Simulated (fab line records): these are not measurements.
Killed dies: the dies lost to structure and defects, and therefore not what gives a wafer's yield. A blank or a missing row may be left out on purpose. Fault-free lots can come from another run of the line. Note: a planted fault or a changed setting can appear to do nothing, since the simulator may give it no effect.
The tool behind it: which one? | flow nandHarc | 24 lots with 72 wafers sampled at 2 steps, on a route of 1302 steps

== WHAT THE GAUGES SHOWED, per wafer ==
NHARC_P_M0_INSPECT_27.
lot  | measured     | on               | rawDefectCount
L074 | day 6 03:49  | defectInspect-02 | 225 272 228
L075 | day 6 19:05  | defectInspect-01 | 108 284 305
L076 | day 6 19:33  | defectInspect-01 | 468 258 235
L077 | day 7 10:25  | defectInspect-02 | 209 291 486
L078 | day 7 17:35  | defectInspect-01 | 226 341 325
L079 | day 8 09:50  | defectInspect-02 | 291 402 300
L080 | day 8 19:51  | defectInspect-02 | 360 289 402
L081 | day 9 07:53  | defectInspect-02 | 731 232 398
L082 | day 9 20:49  | defectInspect-02 | 272 255 418
L083 | day 10 04:06 | defectInspect-01 | 286 448 359
L084 | day 10 18:50 | defectInspect-02 | 247 276 378
L086 | day 11 02:38 | defectInspect-01 | 215 162 232
L085 | day 11 03:04 | defectInspect-01 | 289 142 212
L087 | day 11 14:20 | defectInspect-02 | 160 421 247
L088 | day 12 06:31 | defectInspect-02 | 260 305 425
L089 | day 12 17:13 | defectInspect-02 | 276 310 369
L090 | day 12 20:28 | defectInspect-02 | 283 456 288
L091 | day 13 09:41 | defectInspect-01 | 490 217 229
L092 | day 13 18:44 | defectInspect-01 | 144 205 150
L093 | day 13 19:16 | defectInspect-01 | 130 164 127
L094 | day 14 09:08 | defectInspect-01 | 437 238 524
L095 | day 14 19:43 | defectInspect-02 | 385 319 542
L096 | day 15 04:23 | defectInspect-02 | 264 198 224
L097 | day 15 19:29 | defectInspect-02 | 391 345 338

NHARC_P_M1_INSPECT_11.
lot  | measured     | on               | rawDefectCount
L074 | day 6 05:23  | defectInspect-02 | 5 4 6
L075 | day 6 20:36  | defectInspect-01 | 3 4 7
L076 | day 6 21:09  | defectInspect-02 | 5 5 3
L077 | day 7 11:56  | defectInspect-01 | 10 4 7
L078 | day 7 19:14  | defectInspect-01 | 5 7 5
L079 | day 8 11:35  | defectInspect-02 | 4 9 4
L080 | day 8 21:16  | defectInspect-01 | 5 1 4
L081 | day 9 09:24  | defectInspect-02 | 3 2 8
L082 | day 9 22:14  | defectInspect-01 | 1 5 2
L083 | day 10 05:29 | defectInspect-01 | 3 1 3
L084 | day 10 20:22 | defectInspect-02 | 2 7 3
L086 | day 11 04:09 | defectInspect-01 | 2 4 3
L085 | day 11 04:35 | defectInspect-01 | 2 3 4
L087 | day 11 15:52 | defectInspect-02 | 7 4 2
L088 | day 12 08:02 | defectInspect-01 | 6 8 4
L089 | day 12 18:44 | defectInspect-01 | 5 4 6
L090 | day 12 22:00 | defectInspect-02 | 5 10 8
L091 | day 13 11:12 | defectInspect-02 | 7 12 10
L092 | day 13 20:06 | defectInspect-02 | 6 4 3
L093 | day 13 20:47 | defectInspect-02 | 3 3 2
L094 | day 14 10:40 | defectInspect-02 | 6 6 6
L095 | day 14 21:06 | defectInspect-01 | 5 9 17
L096 | day 15 06:02 | defectInspect-02 | 5 3 4
L097 | day 15 21:00 | defectInspect-02 | 3 7 0

== TOOL THAT RAN EACH LOT (tool first, then ch and the chambers of the sampled wafers, then the start) ==
The record shows no process step preceding these readings.

== AS READ BY THE TOOLS THEMSELVES (means over the sampled wafers that have a number; for cases with no such wafer, the mark the record gives instead) ==
The record holds no such reading with a usual standard deviation.

== THE ANSWER, worked out from the rows above alone ==
Rule: what is usual is taken from the lots themselves. The widest of any qualifying gaps counts: lots, ordered by their means at a reading, are off when they make up no more than a third of the lots, leave a main group of 4 or more, and stand apart from it by 3 or more times the standard deviation of that group's means. If all means in a main group match to the digits the tables above print for the reading, that group is not used. Also off: a lot with no number at a reading for which 4 or more lots have one. All remaining lots with rows at the step are treated as sound. After the gauges, taken in route order, come the tools' own readings; for these a lot's mean is taken, as printed above. At the first step where some lot is off, the reading lying furthest off is the one used; lots without a number count as furthest.
Across all readings shown, no lot is off: no conclusion can be drawn from this.

== WHAT THE SIMULATOR PUT IN ==
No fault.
